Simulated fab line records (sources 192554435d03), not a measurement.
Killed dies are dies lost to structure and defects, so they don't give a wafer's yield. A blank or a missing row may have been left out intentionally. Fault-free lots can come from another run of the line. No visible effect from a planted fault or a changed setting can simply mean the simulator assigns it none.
A lot that was struck, set against a sound lot || flow n5Finfet || 15 out of 1938 route steps
Sound: wafers L264.3, L264.4, L264.5. Struck: wafers L262.3, L262.6 (left out: L262.1, a lot-mate that was not struck); the cause follows at the end.
Per side, at each step with rows, come the tool, then ch with its chambers, and then its first start. Under that, the readings that differ: sound wafers || struck wafers || difference of the means || sigmas: that difference in standard deviations of wafers without a fault.
alike: readings whose means differ by less than 2 such deviations, and words and numbers that are the same on both sides. not compared: withheld readings, readings that some wafer has no value for, bounds like >300 that may hide the same value, and numbers for which the record gives no deviation and whose values overlap.
A row with sigmas, a row that says differs or no value, or rows on one side alone: a step with any of these is where the two part. When numbers do not overlap yet have no deviation, they are printed without sigmas and do not part them. A reading that every wafer of one side lacks parts them only if that side has two wafers or more.

first, 5 steps without rows for these wafers: N5_PASSIVATION_SOFTBAKE_05 (time 90 s); N5_PASSIVATION_EXPOSE_07 (exposes mask TV, defocus 0 nm, target cd 3000 nm); N5_PASSIVATION_PEB_08; N5_PASSIVATION_DEVELOP_09 (develop time 60 s); N5_PASSIVATION_HARDBAKE_11 (time 120 s).
N5_PASSIVATION_CD_MEAS_10: the cd target is 3000 nm.
  sound on cdSem-03 ch 0, day 16 23:59; struck on cdSem-02 ch 0, day 17 04:52
  alike: cdNm
N5_PASSIVATION_OVL_MEAS_60:
  sound on overlay-01 ch 0, day 17 00:01; struck on overlay-01 ch 0, day 17 04:53
  alike: TV_OVL
N5_PASSIVATION_INSPECT_61: inspects for defects (macro).
  struck on defectInspect-01, day 17 04:55; sound on defectInspect-02, day 17 00:03
  alike: rawDefectCount
N5_PASSIVATION_DESCUM_12: chemistry O2, time 7.9 s.
  sound on rieDiel-03 ch 0,1,3, day 17 00:05; struck on rieDiel-01 ch 2,3, day 17 05:09
  alike: drypumpMotorCurrentA, oesProductAu, rfVppV, showerheadPlenumPTorr, throttleValvePct
  not compared: rfHoursCounterH
N5_PASSIVATION_PASS_ETCH_74: etches SiNx in CF4/O2, target depth 220 nm, time 110 s.
  sound on rieDiel-03 ch 0,1,3, day 17 00:09; struck on rieDiel-01 ch 2,3, day 17 05:13
  alike: biasW, drypumpMotorCurrentA, oesProductAu, rfVppV, showerheadPlenumPTorr, throttleValvePct
  not compared: rfHoursCounterH
N5_PASSIVATION_VIA_ETCH_13: etches SiO2 in CHF3/O2, target depth 660 nm, time 330 s.
  sound on rieDiel-03 ch 0,1,3, day 17 00:14; struck on rieDiel-01 ch 2,3, day 17 05:19
  alike: biasW, drypumpMotorCurrentA, etchRfOnTimeS, oesProductAu, rfVppV, showerheadPlenumPTorr, throttleValvePct
  not compared: rfHoursCounterH
N5_PASSIVATION_STRIP_14: strips in O2.
  sound on rieDiel-03 ch 0,1,3, day 17 00:26; struck on rieDiel-01 ch 2,3, day 17 05:30
  alike: drypumpMotorCurrentA, oesProductAu, rfVppV, showerheadPlenumPTorr, throttleValvePct
  not compared: rfHoursCounterH
N5_PASSIVATION_ETCH_15: etches SiCN in CF4/N2, target depth 75 nm, time 81.2 s.
  sound on rieDiel-03 ch 0,1,3, day 17 00:28; struck on rieDiel-01 ch 2,3, day 17 05:32
  alike: biasW, drypumpMotorCurrentA, oesProductAu, rfVppV, showerheadPlenumPTorr, throttleValvePct
  not compared: rfHoursCounterH, model.etch.depthNm
then, 2 steps without rows for these wafers: N5_PASSIVATION_STRIP_73 (strips in post etch residue remover, time 60 s); N5_PASSIVATION_PROBE_49.

## WHERE THEY PART
Nowhere in this record.

WHY: the cause the simulator had injected
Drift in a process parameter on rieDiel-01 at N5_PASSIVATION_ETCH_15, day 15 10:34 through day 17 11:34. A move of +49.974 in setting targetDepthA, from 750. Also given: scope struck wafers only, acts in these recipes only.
